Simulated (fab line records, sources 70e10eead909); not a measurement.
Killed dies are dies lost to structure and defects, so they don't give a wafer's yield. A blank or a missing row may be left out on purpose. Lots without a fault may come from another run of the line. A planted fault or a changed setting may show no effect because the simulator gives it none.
Chamber matching | flow nand_harc | NHARC_A_ZERO_WELL_DESCUM_12 on rie_diel-07: 4 sister chambers
The step chemistry O2, time 3 s. 16 wafers are shown with their chamber, then 8 later ones without.

WAFERS WITH THEIR CHAMBER
wafer  | chamber | showerhead_plenum_p_Torr (Torr) | drypump_motor_current_A (A) | rf_vpp_V (V)
L102.1 | 0       | 1.98                            | 5.4                         | 57.9
L102.2 | 1       | 1.86                            | 5.7                         | 57.6
L102.3 | 3       | 2.00                            | 5.2                         | 58.1
L103.1 | 3       | 2.00                            | 5.2                         | 57.8
L103.3 | 0       | 1.98                            | 5.4                         | 58.1
L103.5 | 3       | 2.00                            | 5.2                         | 60.2
L106.1 | 2       | 1.96                            | 6.3                         | 59.2
L106.2 | 1       | 1.86                            | 5.7                         | 56.9
L106.3 | 0       | 1.98                            | 5.4                         | 59.5
L107.1 | 0       | 1.98                            | 5.4                         | 57.8
L107.2 | 1       | 1.86                            | 5.7                         | 58.6
L107.3 | 2       | 1.96                            | 6.3                         | 58.3
L117.1 | 2       | 1.96                            | 6.3                         | 58.1
L117.2 | 1       | 1.85                            | 5.7                         | 57.3
L117.6 | 3       | 2.00                            | 5.3                         | 59.2
L116.2 | 1       | 1.85                            | 5.8                         | 56.6

SIGNATURES (means of the wafers above)
reading                  | chamber 0 | chamber 1 | chamber 2 | chamber 3 | scatter within a chamber
showerhead_plenum_p_Torr | 1.9800    | 1.8560    | 1.9600    | 2.0000    | 0.00316
drypump_motor_current_A  | 5.400     | 5.720     | 6.300     | 5.225     | 0.0359
rf_vpp_V                 | 58.325    | 57.400    | 58.533    | 58.825    | 0.845
Rule: a wafer's distance from a chamber is the root of the sum, over the readings, of the square of ((its reading less the chamber's mean) divided by the reading's scatter). The wafer belongs to the nearest chamber; if the next one is less than 2 further off, it can't be placed. The scatter: the root of (the sum of the squares of (reading less its chamber's mean) over the shown wafers, divided by (wafers less chambers)).

WAFERS WITHOUT THEIR CHAMBER
wafer  | showerhead_plenum_p_Torr (Torr) | drypump_motor_current_A (A) | rf_vpp_V (V)
L116.4 | 1.96                            | 6.3                         | 57.9
L116.5 | 1.98                            | 5.4                         | 59.3
L121.1 | 1.96                            | 6.3                         | 56.2
L121.3 | 1.99                            | 5.2                         | 58.1
L121.4 | 1.96                            | 6.3                         | 58.2
L125.2 | 1.97                            | 5.3                         | 56.7
L125.3 | 1.99                            | 5.2                         | 57.6
L125.4 | 1.85                            | 5.7                         | 56.7

WHICH CHAMBER EACH WENT THROUGH
wafer  | from the rows above | in truth
L116.4 | 2                   | 2
L116.5 | 0                   | 0
L121.1 | 2                   | 2
L121.3 | 3                   | 3
L121.4 | 2                   | 2
L125.2 | 0                   | 0
L125.3 | 3                   | 3
L125.4 | 1                   | 1
Placed correctly: 8 of 8. Can't be placed from these rows: 0. Placed wrongly: 0.
